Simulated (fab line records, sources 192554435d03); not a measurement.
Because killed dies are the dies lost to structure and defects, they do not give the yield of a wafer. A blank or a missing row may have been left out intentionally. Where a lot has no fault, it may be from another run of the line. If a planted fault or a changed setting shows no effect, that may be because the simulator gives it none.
Split-lot trial -- flow n5 finfet -- route with 1938 steps; 7 lots, 21 wafers read

== THE SPLIT ITSELF ==
At N5_GATE_CUT_DESCUM_18 (chemistry O2, time 7 s), the setting time s was moved away from the recipe's 7 s on 8 of the 21 wafers read, by -17.7% to +17.7%. This setting was run at the recipe's value on the other wafers.

== FROM SPLIT TO READING: 1 step shown by the file between the two ==
- N5_GATE_CUT_ETCH_28: etches underlayer in N2/H2, target depth 13 nm, time 10.4 s

== THE READING ==
CAR-EUV_of_GATE_CUT_COAT_07.thk nm (the simulator's own value, which no gauge read), in nm, at N5_GATE_CUT_ETCH_36 (etches SiARC in CF4, target depth 13 nm, time 21.7 s). No usual value for it is given in the file. Here, 13 wafers ran the recipe; their average is 6.9 nm with a standard deviation of 0.14 nm.

wafer,"tool, chamber at the split","time s as run, s",against the recipe,"CAR-EUV_of_GATE_CUT_COAT_07.thk nm, nm",against lot-mates on the recipe
L075.1,"rie diel-03, 2,0,3",7,recipe,7,-
L075.3,"rie diel-03, 2,0,3",7,recipe,7.2,-
L075.5,"rie diel-03, 2,0,3",7,recipe,7.2,-
L081.4,"rie diel-03, 1,2",7,recipe,7,-
L081.6,"rie diel-03, 1,2",7,recipe,7,-
L081.5,"rie diel-03, 1",7,recipe,6.8,-
L082.1,"rie diel-06, 0,3",7,recipe,6.8,-
L082.4,"rie diel-06, 0,3",7,recipe,6.8,-
L082.5,"rie diel-06, 0",7.412,+5.9%,6.8,+0.0
L085.2,"rie diel-03, 2",7,recipe,7,-
L085.4,"rie diel-03, 0,2",7.758,+10.8%,6.8,-0.2
L085.6,"rie diel-03, 0,2",7.758,+10.8%,6.8,-0.2
L086.4,"rie diel-06, 3",7,recipe,6.8,-
L086.5,"rie diel-06, 0,3",5.766,-17.6%,7.4,+0.6
L086.6,"rie diel-06, 0,3",5.766,-17.6%,7.4,+0.6
L089.4,"rie diel-03, 2",7,recipe,6.8,-
L089.6,"rie diel-03, 2",7,recipe,6.8,-
L089.5,"rie diel-03, 1",8.238,+17.7%,6.2,-0.6
L097.1,"rie diel-05, 2",5.764,-17.7%,7.4,+0.4
L097.2,"rie diel-05, 3",5.764,-17.7%,7.8,+0.8
L097.3,"rie diel-05, 1",7,recipe,7,-
Where a row lists several chambers, the file gives one row for several wafers and doesn't say which wafer went through which chamber.

THE FIT
A straight line over all 21 wafers: CAR-EUV_of_GATE_CUT_COAT_07.thk nm changes by -0.0307 nm for each +1% of time s; r = -0.88; the points scatter about the line by 0.16 nm.
The same after taking each lot's own level away (the mean of its wafers on the recipe; 21 wafers): -0.0309 nm for each +1%; r = -0.95; scatter 0.1 nm.
The reading moves by 0.55 nm for the largest change in time s, on that fit.
The span of the lots' own levels, 6.80 to 7.13 nm, comes to 2.3 times the standard deviation stated above.
Hence the lot-to-lot level has little effect on the slope; both slopes agree.
Check: -0.491 nm against its lot-mates is what the line predicts for one of the wafers moved furthest among these (+17.7%) when that wafer is left out of the fit. It came out at -0.6 nm against them.

== OTHER SPLITS ON THESE WAFERS ==
These wafers also went through other splits before the reading. Each is held against what the fit with the lots' levels taken away leaves over:
other split on the same wafers,wafers away from the commonest value,r with CAR-EUV_of_GATE_CUT_COAT_07.thk nm (lot level and that fit taken away)
N5_SD_EPI_N_DESCUM_14 time s,9,+0.04
N5_SDB_COAT_05 spin rpm,9,-0.10
N5_SDB_EXPOSE_08 dose mj,8,+0.05
N5_HKMG_FIN_HK_ALD_01 ald cycles,9,+0.12
N5_HKMG_FIN_DEVELOP_48 develop time s,7,-0.05

== THE WHOLE CHAIN: every reading that the file lists as answering this split, in the file's order ==
step,what it does,reading,change (the file's fit),r (the file's)
N5_GATE_CUT_DESCUM_18,"chemistry O2, time 7 s","CAR-EUV_of_GATE_CUT_COAT_07.thk nm (the simulator's own value, which no gauge read)",-0.0359 nm for each +1% of the setting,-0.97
N5_GATE_CUT_ETCH_28,"etches underlayer in N2/H2, target depth 13 nm, time 10.4 s","CAR-EUV_of_GATE_CUT_COAT_07.thk nm (the simulator's own value, which no gauge read)",-0.0334 nm for each +1% of the setting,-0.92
N5_GATE_CUT_ETCH_36,"etches SiARC in CF4, target depth 13 nm, time 21.7 s","CAR-EUV_of_GATE_CUT_COAT_07.thk nm (the simulator's own value, which no gauge read)",-0.0312 nm for each +1% of the setting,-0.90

== FILE'S OWN FIT ==
CAR-EUV_of_GATE_CUT_COAT_07.thk nm changes by -0.0312 nm for each +1% of time s, r = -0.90.
